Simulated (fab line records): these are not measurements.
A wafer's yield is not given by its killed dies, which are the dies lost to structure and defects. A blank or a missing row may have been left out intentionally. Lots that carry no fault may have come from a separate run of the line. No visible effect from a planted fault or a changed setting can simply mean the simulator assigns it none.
fab line records	flow n5-finfet	part 2 of 2: steps 20 to 27 of 27
[record] lots = 5	wafers = 15	last-day = 18
route steps=1938 shown BEOL_M0_SAQP@640
lots that met no fault: from a run of the same line without faults
start-h: hours from the record's opening day to when the first of the lot's shown wafers began	wait-h: hours from the lot's prior step to this one	" same as the row above	L1.1+2: a row that stands for several wafers	- no value, or no start given	* or withheld: withheld	< > ~ a bound
route shown NAME@n: NAME is a module with steps in the file, n the number in the route of the first one	usual: mean and standard deviation over wafers with no fault	same: alike in all rows	chamber/n: place in a boat	sites: the reading at each site	_std_site: standard deviation of those values	_edge_site: inner sites' mean taken away from outer sites' mean	radius-mm: how far each site lies from the wafer's centre	mask NAME#n: copy n	behind: tool/chamber where the wafer was last shaped	hold: why the lot was held/for how many hours/how that ended	device: transistor that didn't switch, given as n, p or np	end of line: tests of these same wafers at the route's end	a step without rows: its recipe alone	killed: the dies lost at the first sort to structure and to defects; this is not the yield of the wafer	map: per-die view of a wafer (x killed, . not killed, _ where there is no die)
set.NAME: setting as actually run; set.NAME@STEP: the setting as run at that earlier step	model.NAME: the simulator's own value behind a step, which no gauge read
lots at some steps of the route; a table a step, a row a wafer
services: a tool's chamber out of use, with start hour (start-h, from the record's first day; less than 0 if before it), hours out, and reason
[[steps]]
[step N5_BEOL_M0_SAQP_STRIP_86]
[recipe] chemistry = N2/H2	power-w = 500	temp-c = 40	pressure-mtorr = 50	rf-frequency-hz = 6e+07	overash-fraction = 0.3	bias-power-w = 28	h2-frac = 0.5	n2-flow-sccm = 300	h2-flow-sccm = 300
[usual] drypump-motor-current-A = 5.7/0.41	oes-product-au = 0.77/0.084	power-w = 500.1/1.4	rf-vpp-V = 122.0/1.6	showerhead-plenum-p-Torr = 3.35/0.11	throttle-valve-pct = 19.0/0.33
lot.wafer	tool	chamber	start-h	wait-h	drypump-motor-current-A	oes-product-au	power-w	rf-hours-counter-h	rf-vpp-V	showerhead-plenum-p-Torr	throttle-valve-pct
L076.1	rie-diel-03	1	124.56	0.1	5.7	0.79	502.7	125	124.4	3.37	18.6
L076.2	"	3	"	"	5.5	0.72	498.8	168	120.0	3.50	18.7
L076.4	"	2	"	"	6.1	0.78	500.9	152	123.6	3.24	19.0
L079.2	rie-diel-02	3	140.24	0.1	4.9	0.73	499.8	189	123.9	3.20	19.1
L079.5	"	1	"	"	6.4	0.67	499.3	-	124.8	3.30	18.7
L079.6	"	0	"	"	5.8	0.67	499.6	-	119.9	3.47	19.4
L087.2	rie-diel-04	0	188.21	0.1	5.5	0.69	500.9	220	119.7	3.19	19.4
L087.4	"	2	"	"	5.8	0.75	498.3	166	120.1	3.34	18.5
L087.5	"	0	"	"	5.5	0.70	499.2	-	119.9	3.19	19.4
L090.2	rie-diel-04	1	206.79	0.1	5.2	0.67	501.3	244	122.6	3.45	19.4
L090.4	"	2	"	"	5.8	0.73	500.8	-	122.2	3.34	18.5
L090.6	"	3	"	"	6.3	0.85	499.1	-	122.3	3.55	19.2
L095.2	rie-diel-03	0	239.68	0.1	6.0	0.84	501.5	69	121.1	3.26	18.9
L095.3	"	2	"	"	6.0	0.74	499.5	183	121.5	3.23	19.1
L095.6	"	1	"	"	5.7	0.75	499.2	-	121.8	3.35	18.7
[step N5_BEOL_M0_SAQP_STRIP_115]
[recipe] chemistry = post-etch-residue-remover	time-s = 60	temp-c = 25	remover-ph = withheld	remover-water-wt-pct = withheld	remover-fluoride-wt-pct = withheld
lot.wafer	tool	chamber	start-h	wait-h
L076.1+2+4	wet-bench-06	3,4,7	124.63	-
L079.2+5+6	wet-bench-05	4,6,1	140.31	-
L087.2+4+5	wet-bench-05	7,6,1	188.28	-
L090.2+4+6	wet-bench-05	1,0,3	206.85	-
L095.2+3+6	wet-bench-01	6,2,1	239.75	-
[step N5_BEOL_M0_SAQP_SRD_93]
[recipe] dry = ipa-marangoni	time-s = 30	temp-c = 23	rinse-liquid = diw
lot.wafer	tool	chamber	start-h	wait-h
L076.1+2+4	wet-bench-06	3,4,7	124.67	0.0
L079.2+5+6	wet-bench-05	4,6,1	140.33	0.0
L087.2+4+5	wet-bench-05	7,6,1	188.30	0.0
L090.2+4+6	wet-bench-05	1,0,3	206.87	0.0
L095.2+3+6	wet-bench-01	6,2,1	239.76	0.0
[step N5_BEOL_M0_SAQP_RECESS_114]
[recipe] chemistry = HF/NH3	target = SiO2	target-depth-a = 144	afs-cycles = 3	temp-c = 30	sublimation-temp-c = 180	sublimation-time-s = 60
[usual] drypump-motor-current-A = 6.27/0.21
lot.wafer	tool	chamber	start-h	wait-h	drypump-motor-current-A
L076.1	vapor-etch-02	0	124.83	0.1	5.90
L076.2	"	1	"	"	6.26
L076.4	"	0	"	"	5.90
L079.2	vapor-etch-02	1	140.37	0.0	6.28
L079.5	"	1	"	"	6.30
L079.6	"	0	"	"	5.89
L087.2	vapor-etch-01	0	188.34	0.0	6.21
L087.4	"	1	"	"	6.57
L087.5	"	1	"	"	6.52
L090.2	vapor-etch-01	1	206.92	0.0	6.53
L090.4	"	0	"	"	6.23
L090.6	"	0	"	"	6.19
L095.2	vapor-etch-01	0	239.81	0.0	6.16
L095.3	"	1	"	"	6.51
L095.6	"	0	"	"	6.25
[step N5_BEOL_M0_SAQP_SPACER1_ALD_98]
[recipe] material = SiO2	target-thk-a = 128	temp-c = 300	ald-precursor-family = BDEAS	ald-co-reactant = O2-plasma	pulse-time-s = 1	purge-time-s = 2	co-reactant-purge-time-s = 2	ald-cycles = 138	pressure-torr = 2
[usual] heater-power-w = 498/38	precursor-pulse-height-rel = 0.999/0.019
[same] pulse-time-s = 1
lot.wafer	tool	chamber	start-h	wait-h	heater-power-w	precursor-pulse-height-rel
L076.1	ald-sin-03	0	125.34	0.4	531	0.951
L076.2	"	2	"	"	493	1.002
L076.4	"	3	"	"	506	0.988
L079.2	ald-sin-03	3	140.76	0.3	517	0.962
L079.5	"	1	"	"	449	1.003
L079.6	"	2	"	"	484	1.031
L087.2	ald-sin-04	0	188.96	0.5	525	1.031
L087.4	"	3	"	"	478	1.028
L087.5	"	3	"	"	472	0.980
L090.2	ald-sin-01	0	207.30	0.3	496	0.992
L090.4	"	0	"	"	494	1.006
L090.6	"	0	"	"	521	0.957
L095.2	ald-sin-01	2	240.19	0.3	482	1.023
L095.3	"	0	"	"	513	0.965
L095.6	"	3	"	"	557	1.023
[step N5_BEOL_M0_SAQP_SPACER1_ETCHBACK_99]
[recipe] chemistry = CHF3/O2	mode = anisotropic-etchback	target = SiO2	target-depth-a = 154	time-s = 7.7	pressure-mtorr = 30	source-w = 650	bias-w = 170	Ar_flow_sccm = 200	CHF3_flow_sccm = 50	O2_flow_sccm = 5	ion-energy-ev = 200
[usual] drypump-motor-current-A = 5.7/0.45	oes-product-au = 0.76/0.077	rf-vpp-V = 523/8	showerhead-plenum-p-Torr = 2.41/0.08	throttle-valve-pct = 19.00/0.17
lot.wafer	tool	chamber	start-h	wait-h	drypump-motor-current-A	oes-product-au	rf-hours-counter-h	rf-vpp-V	showerhead-plenum-p-Torr	throttle-valve-pct
L076.1	rie-diel-02	1	125.81	0.3	6.3	0.68	230	517	2.40	19.04
L076.2	"	0	"	"	5.7	0.67	236	527	2.47	18.99
L076.4	"	3	"	"	4.8	0.75	185	522	2.29	19.18
L079.2	rie-diel-02	3	141.49	0.5	4.9	0.74	190	524	2.29	19.19
L079.5	"	1	"	"	6.4	0.67	-	518	2.40	19.04
L079.6	"	2	"	"	5.8	0.78	-	525	2.43	19.13
L087.2	rie-diel-03	1	189.44	0.3	5.7	0.77	145	537	2.43	18.77
L087.4	"	2	"	"	6.0	0.75	168	524	2.31	18.96
L087.5	"	2	"	"	6.0	0.76	-	522	2.31	18.93
L090.2	rie-diel-04	3	208.00	0.5	6.3	0.84	57	515	2.55	18.92
L090.4	"	3	"	"	6.3	0.84	-	516	2.55	18.94
L090.6	"	1	"	"	5.2	0.67	-	530	2.48	19.09
L095.2	rie-diel-02	1	240.67	0.3	6.3	0.98	5	517	2.39	18.69
L095.3	"	3	"	"	4.9	0.73	222	523	2.28	19.25
L095.6	"	3	"	"	4.9	0.73	-	523	2.28	19.23
[step N5_BEOL_M0_SAQP_MANDREL1_REMOVE_100]
[recipe] chemistry = HBr/Cl2/O2	bt-time-s = 10	target = a-Si	stop-on = SiNx	endpoint = OES-SiCl	over-etch-frac = 0.85	icp-w = 600	bias-w = 30	HBr_flow_sccm = 150	Cl2_flow_sccm = 80	O2_flow_sccm = 5	pressure-mtorr = 10
[usual] drypump-motor-current-A = 5.8/0.39	he-backside-leak-sccm = 2.8/0.38	oes-product-au = 1.004/0.014	throttle-valve-pct = 36.71/0.3
lot.wafer	tool	chamber	start-h	wait-h	drypump-motor-current-A	he-backside-leak-sccm	oes-product-au	rf-hours-counter-h	throttle-valve-pct
L076.1	rie-si-02	0	125.90	0.1	5.3	2.7	1.017	188	36.60
L076.2	"	2	"	"	5.7	2.7	0.994	45	36.38
L076.4	"	1	"	"	5.8	2.9	0.985	158	36.29
L079.2	rie-si-06	2	141.57	0.1	5.1	3.5	1.018	184	36.54
L079.5	"	0	"	"	6.4	2.7	1.013	-	36.99
L079.6	"	3	"	"	5.4	2.6	0.988	-	36.98
L087.2	rie-si-02	0	189.53	0.1	5.3	2.5	1.016	189	36.59
L087.4	"	2	"	"	5.7	2.7	1.009	-	36.36
L087.5	"	0	"	"	5.3	2.6	1.012	-	36.61
L090.2	rie-si-05	1	208.09	0.1	5.7	2.8	0.996	187	36.94
L090.4	"	0	"	"	6.4	2.6	1.020	129	37.05
L090.6	"	1	"	"	5.7	2.8	0.996	-	36.94
L095.2	rie-si-06	0	240.76	0.1	6.5	5.0	1.024	2	36.99
L095.3	"	1	"	"	6.0	2.4	0.999	47	37.02
L095.6	"	1	"	"	6.0	2.3	1.000	-	37.02
[step N5_BEOL_M0_SAQP_CD_MEAS_25]
[recipe] target-cd-nm = 13.1	landing-energy-ev = 1000	detector = se-inlens
[usual] cd-nm = 12.86/0.23
lot.wafer	tool	chamber	start-h	wait-h	cd-nm
L076.1	cd-sem-01	0	126.01	0.1	12.87
L076.2	"	0	"	"	13.13
L076.4	"	0	"	"	13.06
L079.2	cd-sem-03	0	141.68	0.1	12.80
L079.5	"	0	"	"	13.14
L079.6	"	0	"	"	13.15
L087.2	cd-sem-01	0	189.64	0.1	13.17
L087.4	"	0	"	"	12.85
L087.5	"	0	"	"	13.45
L090.2	cd-sem-02	0	208.20	0.1	12.59
L090.4	"	0	"	"	12.63
L090.6	"	0	"	"	12.73
L095.2	cd-sem-01	0	240.87	0.1	12.91
L095.3	"	0	"	"	12.88
L095.6	"	0	"	"	12.52
[[services]]
tool	chamber	start-h	hours	kind
pecvd-03	-	116.11	6.0	pm
rie-diel-04	3	116.29	12.9	repair
arfi-scanner-03	-	121.41	0.3	repair
rie-si-06	1	126.75	2.5	repair
rie-si-02	2	128.50	4.3	repair
rie-si-06	0	152.79	8.9	repair
pecvd-03	2	170.54	5.2	repair
arfi-scanner-03	-	175.71	1.0	pm
rie-diel-04	0	176.83	7.2	repair
ald-sin-01	-	178.71	0.8	pm
rie-si-06	0	184.04	24.3	repair
rie-si-05	3	185.43	8.7	repair
rie-si-02	-	186.66	0.1	repair
wet-bench-06	-	189.37	1.9	pm
rie-si-02	1	191.80	7.9	repair
arfi-scanner-03	-	193.83	0.8	pm
ald-sin-01	1	195.26	18.3	repair
rie-diel-04	0	204.06	8.8	repair
arfi-scanner-03	-	209.73	1.0	pm
arfi-scanner-03	-	210.73	1.3	pm
wet-bench-01	-	219.90	1.9	pm
arfi-scanner-03	-	226.80	4.9	pm
vapor-etch-02	-	229.38	0.3	repair
rie-si-06	3	235.69	5.6	repair
